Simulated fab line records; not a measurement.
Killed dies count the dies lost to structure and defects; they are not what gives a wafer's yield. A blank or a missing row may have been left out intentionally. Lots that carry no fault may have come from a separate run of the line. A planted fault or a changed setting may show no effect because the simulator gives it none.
Matching of chambers	flow nandHarc	cmp-03 running NHARC_P_STI_CMP_21: 4 sister chambers
The step polishes, t overpolish 20 s, target thk 380.67 nm. 4 wafers are shown with their chamber, then 7 later ones without.

WAFERS WITH THEIR CHAMBER
wafer	chamber	slurryFlowMlMin
L622.4	2	148.8
L634.4	1	149.4
L636.2	0	150.3
L636.4	3	150.6

WAFERS MISSING THEIR CHAMBER
wafer	slurryFlowMlMin
L636.5	150.1
L637.1	150.1
L637.2	149.1
L637.3	150.7
L639.3	150.3
L639.4	149.3
L639.6	150.0

WHICH CHAMBER EACH WENT THROUGH
wafer	from the rows above	in truth
L636.5	can't be placed: 0 or 3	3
L637.1	can't be placed: 0 or 3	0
L637.2	can't be placed: 2 or 1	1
L637.3	can't be placed: 3 or 0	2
L639.3	can't be placed: 0 or 3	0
L639.4	1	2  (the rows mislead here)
L639.6	can't be placed: 0 or 1 or 3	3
Placed correctly: 0 of 7. From these rows, 6 cannot be placed; in 5 the true chamber is one of the candidates. 1 placed wrongly.
How it was worked out, from the rows above alone: a wafer's distance from a chamber is the root of the sum, over the readings, of the square of ((its reading less the chamber's mean) divided by the reading's scatter). The wafer belongs to the nearest chamber; if the next one is less than 2 further off, it can't be placed. A chamber's mean is the mean of its shown wafers. The scatter (one wafer shown for each chamber): square how far every hidden wafer sits from the nearest shown wafer, average those squares and take the square root.
